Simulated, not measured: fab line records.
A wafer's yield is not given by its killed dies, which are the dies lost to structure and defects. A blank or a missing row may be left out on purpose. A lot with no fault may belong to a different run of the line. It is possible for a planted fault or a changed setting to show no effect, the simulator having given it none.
fab line records	flow n5Finfet
record lots=9	wafers=27	lastDay=18
route steps=1938 shown BEOL_M9@1447 BEOL_M10@1473
lots that met no fault: from a run of the same line without faults
startH: start of the lot's first displayed wafer, in hours after the record's first day	waitH: time in hours since the lot's previous step	" as in the row above	L1.1+2: one row covering several wafers at once	- no value, or no start was given	* or withheld: withheld	< > ~ a bound
route shown NAME@n: a module of which the file shows steps, and the number in the route of the first	usual: mean and standard deviation over wafers with no fault	same: alike in all rows	chamber/n: place in a boat	sites: the reading at each site	_std_site: standard deviation across them	_edge_site: outer sites' mean less inner sites'	radiusMm: how far each site lies from the wafer's centre	mask NAME#n: copy n	behind: tool/chamber where the wafer was last shaped	hold: reason for holding the lot/hours on hold/outcome of the hold	device: names the non-switching transistor (n, p or np)	end of line: tests run on the same wafers once the route is complete	a step without rows: its recipe alone	killed: dies that structure and defects cost at the first sort, which is not the same as the wafer's yield	map: a wafer's dies, marking killed ones x, the rest . and places with no die _
set.NAME: the setting as run; set.NAME@STEP: as run at that earlier step	model.NAME: the simulator's own value behind a step, which no gauge read
steps of the route over a sample of lots; a table a step, a row a wafer
services: from which hour (startH, from the record's first day; less than 0 if before it) a tool's chamber was out of use, for how many hours, and why
## steps
# step N5_BEOL_M9_ETCH_41
# recipe chemistry=CH3F/O2	target=SiCN	targetDepthA=366	taperDeg=2	timeS=70.1	ionEnergyEv=120	maskMaterial=TiN	pressureMtorr=30	sourceW=395	biasW=75	Ar_flow_sccm=150	CH3F_flow_sccm=30	O2_flow_sccm=20
# usual biasW=74.99/0.2	drypumpMotorCurrentA=5.8/0.53	oesProductAu=0.80/0.1	rfFwdPowerW=392.3/1.4	rfVppV=297.9/1.4	showerheadPlenumPTorr=2.04/0.06	throttleValvePct=16.31/0.26
lot.wafer	tool	chamber	startH	waitH	biasW	drypumpMotorCurrentA	oesProductAu	rfFwdPowerW	rfHoursCounterH	rfVppV	showerheadPlenumPTorr	throttleValvePct
L773.1	rieDiel-03	1	-	-	74.68	5.3	0.74	391.0	192	298.5	1.99	16.71
L773.4	"	2	"	"	75.31	6.0	0.95	390.6	16	298.4	2.06	16.34
L773.6	"	1	"	"	74.81	5.3	0.74	390.4	-	296.6	1.99	16.71
L775.3	rieDiel-02	0	-	-	75.01	5.2	0.68	392.9	243	297.8	2.05	16.43
L775.5	"	0	"	"	74.93	5.2	0.69	394.5	-	299.0	2.05	16.40
L775.6	"	3	"	"	74.93	6.2	0.67	391.1	-	298.0	2.06	16.38
L774.4	rieDiel-03	2	-	-	75.27	6.0	0.94	389.8	23	298.2	2.06	16.37
L774.5	"	2	"	"	75.47	6.0	0.95	389.8	-	299.7	2.06	16.34
L774.6	"	3	"	"	74.57	4.8	0.71	393.1	-	298.2	2.10	16.59
L788.2	rieDiel-02	1	-	-	74.89	6.3	0.77	393.2	105	298.1	2.01	16.01
L788.3	"	2	"	"	74.96	5.9	0.86	393.1	25	300.9	2.15	16.05
L788.5	"	0	"	"	74.63	5.2	0.94	395.1	-	297.6	2.04	16.09
L787.1	rieDiel-02	1	-	-	75.17	6.3	0.76	392.1	108	297.4	2.01	16.01
L787.3	"	0	"	"	74.87	5.2	0.93	391.7	14	299.3	2.04	16.08
L787.6	"	1	"	"	75.04	6.3	0.77	392.5	-	299.0	2.01	16.01
L792.2	rieDiel-02	3	-	-	75.12	6.3	0.97	391.5	9	298.9	2.05	15.88
L792.4	"	2	"	"	75.09	5.9	0.84	393.3	36	299.3	2.15	16.07
L792.5	"	3	"	"	75.33	6.3	0.97	393.2	-	296.3	2.05	15.86
L793.1	rieDiel-05	3	-	-	74.83	5.9	0.67	391.4	220	298.8	2.06	16.73
L793.2	"	0	"	"	75.14	6.6	0.70	391.1	205	296.0	1.93	16.23
L793.3	"	1	"	"	75.19	5.3	0.89	390.4	41	296.2	2.04	16.24
L794.3	rieDiel-03	2	-	-	75.01	6.0	0.86	388.4	60	297.6	2.05	16.42
L794.5	"	3	"	"	75.14	4.8	0.69	394.6	-	298.4	2.09	16.65
L794.6	"	0	"	"	74.81	5.9	0.85	393.3	-	297.1	1.95	16.44
L795.1	rieDiel-02	0	-	-	75.33	5.2	0.89	391.8	30	297.5	2.04	16.10
L795.3	"	3	"	"	74.95	6.2	0.94	392.3	16	297.0	2.04	15.89
L795.4	"	2	"	"	74.93	5.9	0.85	390.7	41	299.1	2.15	16.07
# step N5_BEOL_M10_PECVD_70
# recipe material=SiO2	targetThkA=200	tempC=400	precursor=TEOS/O2	pressureTorr=5.5	rfW=450	teosFlowSccm=53.8	gas=O2	flowSccm=3000	timeS=22.7
# usual heaterPowerW=677/80	rfFwdPowerW=445.6/1.6	showerheadPlenumPTorr=8.77/0.051	showerheadVppV=1306/61	susceptorTempC=399.97/0.21	throttleValvePct=22.2/1.2
lot.wafer	tool	chamber	startH	waitH	heaterPowerW	rfFwdPowerW	showerheadPlenumPTorr	showerheadVppV	susceptorTempC	throttleValvePct
L773.1	pecvd-03	1	224.85	0.0	698	445.5	8.71	1395	400.09	23.0
L773.4	"	0	"	"	585	446.7	8.85	1287	400.08	21.7
L773.6	"	0	"	"	578	446.9	8.82	1284	399.82	21.7
L775.3	pecvd-02	1	229.80	0.0	711	443.4	8.74	1352	399.95	24.7
L775.5	"	2	"	"	697	444.9	8.76	1373	400.12	20.9
L775.6	"	0	"	"	623	446.0	8.78	1219	400.29	23.1
L774.4	pecvd-03	0	248.13	0.1	513	448.8	8.84	1264	400.01	21.5
L774.5	"	2	"	"	702	444.3	8.73	1333	430.45	20.2
L774.6	"	1	"	"	652	444.7	8.72	1366	399.98	23.0
L788.2	pecvd-02	2	314.19	0.0	792	446.3	8.78	1376	399.57	20.8
L788.3	"	0	"	"	582	446.3	8.75	1209	399.50	23.3
L788.5	"	2	"	"	783	446.3	8.78	1376	399.58	20.9
L787.1	pecvd-01	1	323.17	0.0	822	442.5	8.70	1337	400.04	22.4
L787.3	"	0	"	"	763	447.2	8.77	1303	399.59	21.8
L787.6	"	1	"	"	819	444.7	8.72	1341	400.22	22.4
L792.2	pecvd-03	2	347.87	0.0	617	446.8	8.74	1355	399.92	20.2
L792.4	"	1	"	"	658	445.3	8.71	1374	400.01	23.1
L792.5	"	2	"	"	613	445.1	8.74	1365	399.97	20.3
L793.1	pecvd-02	2	358.52	0.0	763	446.0	8.76	1386	399.99	20.9
L793.2	"	0	"	"	627	446.4	8.75	1214	399.93	23.2
L793.3	"	2	"	"	768	447.7	8.78	1368	400.01	21.3
L794.3	pecvd-03	2	365.20	0.0	579	446.5	8.73	1340	399.96	20.5
L794.5	"	2	"	"	572	446.8	8.74	1349	400.01	20.7
L794.6	"	0	"	"	585	446.9	8.81	1292	400.08	21.7
L795.1	pecvd-01	0	368.71	0.0	753	444.4	8.76	1331	399.92	21.8
L795.3	"	2	"	"	757	445.1	8.84	1256	400.11	22.1
L795.4	"	2	"	"	754	446.1	8.87	1241	400.09	21.6
# step N5_BEOL_M10_HM_DEP_02
# recipe material=TiN	targetThkA=200	tempC=25	chamberPressurePa=0.49996
# usual chamberPressurePa=0.4999/0.00091	throttleValvePct=29.6/1.2
lot.wafer	tool	chamber	startH	waitH	chamberPressurePa	throttleValvePct
L773.1	pvdSputter-01	-	226.57	1.7	0.5003	29.0
L773.4	"	-	"	"	0.5005	29.0
L773.6	"	-	"	"	0.4992	29.1
L775.3	pvdSputter-03	-	231.07	1.2	0.5007	30.3
L775.5	"	-	"	"	0.4996	27.3
L775.6	"	-	"	"	0.5000	29.5
L774.4	pvdSputter-01	-	248.63	0.5	0.4980	28.9
L774.5	"	-	"	"	0.4998	30.8
L774.6	"	-	"	"	0.4998	29.3
L788.2	pvdSputter-03	-	315.55	1.3	0.5004	31.3
L788.3	"	-	"	"	0.5010	29.3
L788.5	"	-	"	"	0.4995	31.2
L787.1	pvdSputter-01	-	323.99	0.8	0.4994	28.9
L787.3	"	-	"	"	0.4991	30.0
L787.6	"	-	"	"	0.4985	30.2
L792.2	pvdSputter-03	-	349.65	1.8	0.5008	29.3
L792.4	"	-	"	"	0.4998	27.3
L792.5	"	-	"	"	0.5015	29.2
L793.1	pvdSputter-03	-	362.35	3.8	0.5006	31.4
L793.2	"	-	"	"	0.5001	30.3
L793.3	"	-	"	"	0.5004	29.8
L794.3	pvdSputter-03	-	365.85	0.6	0.5009	29.5
L794.5	"	-	"	"	0.4992	29.8
L794.6	"	-	"	"	0.4993	27.5
L795.1	pvdSputter-03	-	369.26	0.5	0.4999	27.5
L795.3	"	-	"	"	0.5011	29.8
L795.4	"	-	"	"	0.4992	31.3
# step N5_BEOL_M10_DESCUM_16
# recipe chemistry=O2	timeS=7.9	sourcePowerW=50	biasPowerW=20	pressureMtorr=20	rfFrequencyHz=2.712e+07	tempC=40	resist=CAR-ArF	o2FlowSccm=225
# usual drypumpMotorCurrentA=5.6/0.46	oesProductAu=0.81/0.072	rfFwdPowerW=49.45/0.19	rfVppV=243.4/1.4	showerheadPlenumPTorr=2.09/0.074	throttleValvePct=20.30/0.21
lot.wafer	tool	chamber	startH	waitH	drypumpMotorCurrentA	oesProductAu	rfFwdPowerW	rfHoursCounterH	rfVppV	showerheadPlenumPTorr	throttleValvePct
L773.1	rieDiel-06	1	227.15	0.0	6.3	0.86	49.46	41	245.7	2.23	20.38
L773.4	"	3	"	"	5.0	0.88	49.15	65	242.4	2.05	20.51
L773.6	"	3	"	"	5.0	0.89	49.03	-	241.2	2.05	20.50
L775.3	rieDiel-04	3	231.76	0.1	5.1	0.80	49.60	106	243.2	2.02	20.50
L775.5	"	2	"	"	6.0	0.69	49.37	-	243.6	2.09	20.26
L775.6	"	1	"	"	5.8	0.94	49.92	-	245.0	2.14	20.35
L774.4	rieDiel-04	1	249.42	0.4	5.8	0.92	49.78	13	242.1	2.14	20.38
L774.5	"	0	"	"	6.0	0.76	49.36	-	243.0	1.99	20.12
L774.6	"	1	"	"	5.8	0.92	49.85	-	245.8	2.14	20.35
L788.2	rieDiel-06	3	316.74	0.6	5.0	0.82	49.21	95	242.8	2.04	20.54
L788.3	"	1	"	"	6.3	0.81	49.35	72	244.8	2.22	20.42
L788.5	"	3	"	"	5.0	0.83	49.30	-	241.8	2.04	20.54
L787.1	rieDiel-01	0	324.79	0.3	5.2	0.76	49.45	129	245.5	2.19	20.49
L787.3	"	2	"	"	5.6	0.78	49.30	109	241.7	2.04	20.42
L787.6	"	2	"	"	5.6	0.80	49.44	-	240.5	2.04	20.43
L792.2	rieDiel-06	2	350.11	0.0	5.8	0.77	49.50	124	244.7	2.08	20.19
L792.4	"	1	"	"	6.3	0.79	49.34	84	245.9	2.22	20.45
L792.5	"	2	"	"	5.8	0.77	49.47	-	242.0	2.08	20.18
L793.1	rieDiel-01	1	362.81	0.0	5.4	0.87	49.35	41	242.7	2.02	20.25
L793.2	"	2	"	"	5.6	0.79	49.36	120	241.2	2.03	20.43
L793.3	"	0	"	"	5.2	0.76	49.26	143	244.9	2.19	20.52
L794.3	rieDiel-06	3	366.67	0.4	5.1	0.82	49.48	114	240.1	2.03	20.58
L794.5	"	3	"	"	5.1	0.82	49.34	-	241.1	2.03	20.59
L794.6	"	0	"	"	5.2	0.97	49.89	-	244.6	2.12	19.82
L795.1	rieDiel-01	2	369.89	0.1	5.5	0.78	49.18	124	242.9	2.03	20.43
L795.3	"	1	"	"	5.3	0.86	49.27	44	242.9	2.01	20.28
L795.4	"	0	"	"	5.2	0.76	49.23	146	245.1	2.19	20.52
# step N5_BEOL_M10_CMP_52
# recipe stopOn=SiCOH_lowk	tOverpolishS=7	downForcePsi=1	platenRpm=50	clearingPlatenDownForcePsi=1.5	clearingPlatenRpm=50	postCmpClean=cuAlkaline	targetThkNm=140	clearingPlatenPadVelocityMS=0.99484	padVelocityMS=0.99484
# usual barrierFieldEndpointS=28.7/0.82	motorCurrentA=5.7/0.64
lot.wafer	tool	chamber	startH	waitH	barrierFieldEndpointS	motorCurrentA
L773.1	cmp-03	0	232.46	0.3	28.5	5.2
L773.4	"	1	"	"	29.0	6.1
L773.6	"	1	"	"	29.0	5.8
L775.3	cmp-01	1	237.77	0.2	27.8	4.9
L775.5	"	3	"	"	28.4	4.9
L775.6	"	0	"	"	28.4	6.4
L774.4	cmp-02	2	255.60	0.2	28.3	5.0
L774.6	"	3	"	"	29.3	5.8
L774.5	"	0	"	"	24.2	6.6
L788.3	cmp-03	0	322.07	0.2	28.9	5.3
L788.2	"	1	"	"	29.3	5.9
L788.5	"	3	"	"	30.6	6.3
L787.3	cmp-01	3	331.63	0.2	28.5	5.1
L787.1	"	0	"	"	28.9	6.3
L787.6	"	1	"	"	28.4	4.9
L792.4	cmp-01	3	353.65	0.2	28.3	5.0
L792.2	"	0	"	"	28.7	6.5
L792.5	"	2	"	"	29.3	6.1
L793.2	cmp-03	0	367.20	0.2	28.7	5.2
L793.3	"	2	"	"	29.7	5.6
L793.1	"	3	"	"	30.0	6.4
L794.3	cmp-01	0	371.00	0.2	27.5	6.5
L794.5	"	0	"	"	27.8	6.5
L794.6	"	1	"	"	28.0	4.9
L795.4	cmp-03	2	373.48	0.1	29.9	5.5
L795.1	"	0	"	"	29.4	5.0
L795.3	"	1	"	"	29.8	5.8
## services
tool	chamber	startH	hours	kind
cmp-02	-	201.76	0.5	repair
rieDiel-06	-	221.57	2.8	pm
pecvd-02	-	222.48	6.0	pm
pecvd-01	-	224.41	0.5	repair
cmp-03	-	236.80	5.6	repair
pecvd-01	1	254.45	48.9	repair
rieDiel-06	-	256.88	0.1	repair
cmp-02	-	261.13	7.5	pm
pecvd-01	2	264.95	6.6	repair
cmp-01	-	283.72	1.5	repair
rieDiel-01	-	284.58	0.4	repair
rieDiel-03	1	298.81	7.3	repair
pecvd-03	-	299.39	28.1	pm
cmp-03	-	306.40	12.4	repair
cmp-01	-	307.11	0.3	repair
rieDiel-02	1	322.00	2.0	repair
cmp-03	-	327.81	1.2	repair
cmp-03	-	334.16	4.0	pm
pecvd-03	-	334.70	0.7	repair
rieDiel-01	2	337.34	4.5	repair
cmp-03	-	341.96	12.1	pm
rieDiel-03	-	350.66	0.5	repair
pvdSputter-01	-	350.73	6.6	repair
pecvd-02	-	361.59	2.8	pm
## key
firstSign step=N5_BEOL_M10_PECVD_70	reading=susceptorTempC	direction=up	sigmas=99+	usual=*	struck=*
effect step=N5_BEOL_M10_CMP_52	reading=barrierFieldEndpointS	direction=down	sigmas=5.5	usual=28.7	struck=24.2
metAt N5_BEOL_M10_PECVD_70
struckLots L774
struckWafers L774.5
notActingAt N5_BEOL_M9_ETCH_41,N5_BEOL_M10_HM_DEP_02,N5_BEOL_M10_DESCUM_16
fault kind=processParameterDrift	tool=pecvd-03	chamber=2	onsetH=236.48	steps=N5_BEOL_M10_PECVD_70	channel=tempC	offset=*	shape=step	endH=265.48	actsIn=*	stated=*
